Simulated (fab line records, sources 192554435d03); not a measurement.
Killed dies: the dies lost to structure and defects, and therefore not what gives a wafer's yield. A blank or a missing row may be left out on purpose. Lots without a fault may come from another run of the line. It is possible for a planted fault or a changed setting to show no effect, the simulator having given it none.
Matching of chambers -- flow n5 finfet -- N5_BEOL_M6_PECVD_70 on pecvd-01 has 3 sister chambers
The step deposits SiO2 from TEOS/O2, target thk 20 nm, time 22.7 s. 3 wafers are shown with their chamber, then 10 later ones without.

## WAFERS WITH THEIR CHAMBER
wafer,chamber,throttle valve pct (%)
L093.3,2,21.3
L094.2,0,22.8
L094.4,1,25.7

## WAFERS MISSING THEIR CHAMBER
wafer,throttle valve pct (%)
L094.5,21.2
L095.1,25.5
L095.3,21.2
L095.6,21.4
L096.2,23.0
L096.4,22.8
L096.6,25.4
L097.1,22.7
L097.2,21.4
L097.5,25.5

## EACH ONE'S CHAMBER
wafer,from the rows above,in truth
L094.5,2,2
L095.1,1,1
L095.3,2,2
L095.6,2,2
L096.2,0,0
L096.4,0,0
L096.6,1,1
L097.1,0,0
L097.2,2,2
L097.5,1,1
Correct placement for 10 of the 10. Left unplaced by these rows: 0. Wrongly placed: 0.
How it was worked out, from the rows above alone: a wafer's distance from a chamber is the root of the sum, over the readings, of the square of ((its reading less the chamber's mean) divided by the reading's scatter). If the next closest chamber is less than 2 further off than the closest, the wafer can't be placed; otherwise it belongs to the closest. For every chamber, the mean is computed from those of its wafers that are shown. The scatter: root of mean squared gap, hidden wafer to nearest shown wafer, with one shown wafer a chamber.
